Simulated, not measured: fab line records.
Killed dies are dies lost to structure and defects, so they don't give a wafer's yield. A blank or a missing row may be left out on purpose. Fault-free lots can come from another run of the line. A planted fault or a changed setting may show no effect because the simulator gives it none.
Chamber matching    flow n5-finfet    N5_WELL_APT_DESCUM_30 on rie-diel-03 has 4 sister chambers
The step chemistry O2, time 7.9 s. 4 wafers are shown with their chamber, then 8 later ones without.

== WAFERS WITH THEIR CHAMBER ==
wafer   chamber  drypump-motor-current-A (A)
L084.4  2        4.93
L090.1  0        5.84
L090.2  1        5.86
L091.2  3        5.43

== WAFERS WITHOUT THEIR CHAMBER ==
wafer   drypump-motor-current-A (A)
L091.4  5.44
L091.5  5.82
L096.2  5.42
L096.3  5.84
L096.5  5.43
L097.2  4.94
L097.4  5.84
L097.6  5.84

== CHAMBER TAKEN BY EACH ==
wafer    from the rows above   in truth
L091.4   3                     3
L091.5   0                     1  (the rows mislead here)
L096.2   3                     3
L096.3   0                     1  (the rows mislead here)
L096.5   3                     3
L097.2   2                     2
L097.4   0                     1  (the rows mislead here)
L097.6   0                     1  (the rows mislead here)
4 of 8 placed correctly. Number that these rows cannot place: 0. Wrongly placed: 4.
How it was worked out, from the rows above alone: a wafer's distance from a chamber is the root of the sum, over the readings, of the square of ((its reading less the chamber's mean) divided by the reading's scatter). The wafer belongs to the nearest chamber; if the next one is less than 2 further off, it can't be placed. The mean given for a chamber averages the wafers shown for that chamber. The scatter: root of mean squared gap, hidden wafer to nearest shown wafer, with one shown wafer a chamber.
